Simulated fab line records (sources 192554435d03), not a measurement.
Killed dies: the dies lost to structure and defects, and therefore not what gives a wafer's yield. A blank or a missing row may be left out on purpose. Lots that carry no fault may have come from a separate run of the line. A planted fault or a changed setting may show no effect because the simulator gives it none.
Struck lot and sound lot, side by side :: flow n5Finfet :: 28 out of 1938 route steps
Sound: wafers L275.2, L275.3, L275.4. The struck wafers were L286.1, L286.2. The cause is named last.
Each step with rows lists, per side, the tool, then ch with its chambers, then its first start. Under that, the readings that differ: sound wafers :: struck wafers :: difference of the means :: sigmas: that difference in standard deviations of wafers without a fault.
alike: words and numbers the same on both sides, and readings whose means are apart by under 2 such deviations; not compared: readings that were withheld, readings missing a value for some wafer, numbers with overlapping values and no deviation given by the record, and bounds like >300 which may hide the same value.
A row with sigmas, a row that says differs or no value, or rows on one side alone: a step with any of these is where the two part. When numbers do not overlap yet have no deviation, they are printed without sigmas and do not part them. Lack of a reading on every wafer of one side parts them only where that side has two or more wafers.

first, 1 step without rows for these wafers: N5_DUMMY_GATE_UV_OZONE_45 (time 120 s).
N5_DUMMY_GATE_INSPECT_27: inspects for defects (brightfield).
  sound: defectInspect-02 at day 3 20:11; struck: defectInspect-02 at day 6 06:28
  alike: rawDefectCount
then, 2 steps without rows for these wafers: N5_SPACER0_ALD_07 (deposits SiNx, target thk 2 nm); N5_SPACER0_ALD_00 (deposits SiOCN, target thk 3.5 nm, pulse time 3 s, purge time 2 s).
N5_SPACER0_ALD_08: deposits SiNx, target thk 2 nm.
  sound on aldSin-02 ch 0,1,3, day 3 20:38; struck on aldSin-02 ch 0,3, day 6 06:55
  alike: heaterPowerW
N5_SPACER0_INSPECT_04: inspects for defects (darkfield).
  sound: defectInspect-01 at day 3 20:49; struck: defectInspect-02 at day 6 07:04
  alike: rawDefectCount
then, 6 steps without rows for these wafers: N5_SD_EPI_N_COAT_32 (time 60 s, resist thk 350 nm); N5_SD_EPI_N_COAT_33 (time 60 s, resist thk 35 nm); N5_SD_EPI_N_COAT_03 (resist thk 150 nm); N5_SD_EPI_N_EBR_05; N5_SD_EPI_N_SOFTBAKE_04 (time 60 s); N5_SD_EPI_N_EXPOSE_06 (exposes mask SD N BLK, target cd 120 nm).
N5_SD_EPI_N_PEB_07: peb time 60 s.
  sound on lithoTrack-03 ch 0, day 3 21:08; struck on lithoTrack-03 ch 0, day 6 07:25
reading: heaterPowerTotalW (W)
sound: 177.4 176.1 175.9
struck: 208.2 205.6
difference: +30.4
sigmas: +19
  alike: chillPlateTempC
then, 1 step without rows for these wafers: N5_SD_EPI_N_DEVELOP_08 (develop time 30 s).
N5_SD_EPI_N_CD_MEAS_09: the cd target is 120 nm.
  sound on cdSem-03 ch 0, day 3 21:13; struck on cdSem-03 ch 0, day 6 07:28
reading: cdNm (nm)
sound: 120.3 119.5 120.7
struck: 109.0 109.7
difference: -10.8
sigmas: -15
N5_SD_EPI_N_OVL_MEAS_10:
  sound on overlay-02 ch 0, day 3 21:14; struck on overlay-01 ch 0, day 6 07:30
  alike: SD_N_BLK_OVL
N5_SD_EPI_N_INSPECT_11: inspects for defects (macro).
  sound: defectInspect-02 at day 3 21:16; struck: defectInspect-02 at day 6 07:32
  alike: rawDefectCount
N5_SD_EPI_N_DESCUM_14: chemistry O2, time 7.9 s.
  sound on rieDiel-03 ch 1,2,3, day 3 21:36; struck on rieDiel-04 ch 0,2, day 6 07:34
reading: model.SD_EPI_N.cdNm (nm)
sound: 120.2 119.4 120.4
struck: 109.4 110
difference: -10.3
sigmas: 
  alike: drypumpMotorCurrentA, o2FlowSccm, oesProductAu, rfVppV, showerheadPlenumPTorr, tempC, throttleValvePct
  not compared: rfHoursCounterH
N5_SD_EPI_N_ETCH_34: etches SiARC in CF4, target depth 45.5 nm, time 75.8 s.
  sound on rieDiel-03 ch 1,2,3, day 3 21:38; struck on rieDiel-04 ch 0,2, day 6 07:36
  alike: drypumpMotorCurrentA, etchRfOnTimeS, oesProductAu, rfVppV, showerheadPlenumPTorr, throttleValvePct
  not compared: rfHoursCounterH
N5_SD_EPI_N_ETCH_35: etches SOC in N2/H2, overetch 108 nm, time 486 s.
  sound on rieDiel-03 ch 1,2,3, day 3 21:41; struck on rieDiel-04 ch 0,2, day 6 07:39
  alike: drypumpMotorCurrentA, oesProductAu, rfVppV, showerheadPlenumPTorr, tempC, throttleValvePct
  not compared: rfHoursCounterH
then, 2 steps without rows for these wafers: N5_SD_EPI_N_STRIP_36 (strips in N2/H2); N5_SD_EPI_N_ETCHBACK_44 (etches SiNx in CH3F/O2, stops on SiO2, target depth 14.5 nm).
N5_SD_EPI_N_ETCH_45: etches SiOCN in CH3F/O2, target depth 6 nm.
  sound on rieDiel-03 ch 1,2,3, day 3 22:07; struck on rieDiel-04 ch 0,2, day 6 08:05
  alike: drypumpMotorCurrentA, oesProductAu, rfVppV, showerheadPlenumPTorr, throttleValvePct
  not compared: rfHoursCounterH
then, 2 steps without rows for these wafers: N5_SD_EPI_N_ETCH_16 (etches SiO2 in CHF3/O2, target depth 5 nm); N5_SD_EPI_N_STRIP_47 (strips in CHF3/O2).
N5_SD_EPI_N_SD_RECESS_17: chemistry HBr/Cl2/O2, target depth 41 nm, time 23.7 s, bt time 3 s.
  sound on rieSi-03 ch 1,2,3, day 3 22:17; struck on rieSi-01 ch 2,3, day 6 08:15
reading: model.SD_EPI_N.cdNm (nm)
sound: 119.4 120.4 121.2
struck: 111.6 107.2
difference: -10.9
sigmas: 
  alike: drypumpMotorCurrentA, oesProductAu, throttleValvePct
  not compared: rfHoursCounterH
N5_SD_EPI_N_STRIP_38: strips in N2/H2.
  sound on plasmaAsher-02 ch 0,1, day 3 22:23; struck on plasmaAsher-02 ch 0,1, day 6 08:20
  alike: drypumpMotorCurrentA, heaterPowerW, oesProductAu, tempC
  not compared: rfHoursCounterH
-- a jump in the record: the struck wafers' starts before and after are 7 days apart (it breaks off in module SD_EPI_N and resumes in module BEOL_M4, where the first step shown is number 1111 of the route) --
N5_BEOL_M4_RC_MEAS_101:
  sound on prober-02 ch 0, day 10 23:16; struck on prober-02 ch 0, day 12 20:25
  alike: DIBL_N, DIBL_P, IOFF_N, IOFF_P, ION_N, ION_P, SS_N, SS_P, VT_N, VT_P

WHERE THEY PART
First at N5_SD_EPI_N_PEB_07; last, within this record, at N5_SD_EPI_N_CD_MEAS_09. Later steps at which nothing parts them and some readings are alike: N5_SD_EPI_N_OVL_MEAS_10, N5_SD_EPI_N_INSPECT_11, N5_SD_EPI_N_DESCUM_14, N5_SD_EPI_N_ETCH_34, N5_SD_EPI_N_ETCH_35, N5_SD_EPI_N_ETCH_45, N5_SD_EPI_N_SD_RECESS_17, N5_SD_EPI_N_STRIP_38, N5_BEOL_M4_RC_MEAS_101.

WHY: what the simulator had put in
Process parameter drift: lithoTrack-03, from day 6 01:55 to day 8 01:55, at N5_SD_EPI_N_PEB_07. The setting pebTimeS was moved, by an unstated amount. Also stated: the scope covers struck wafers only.
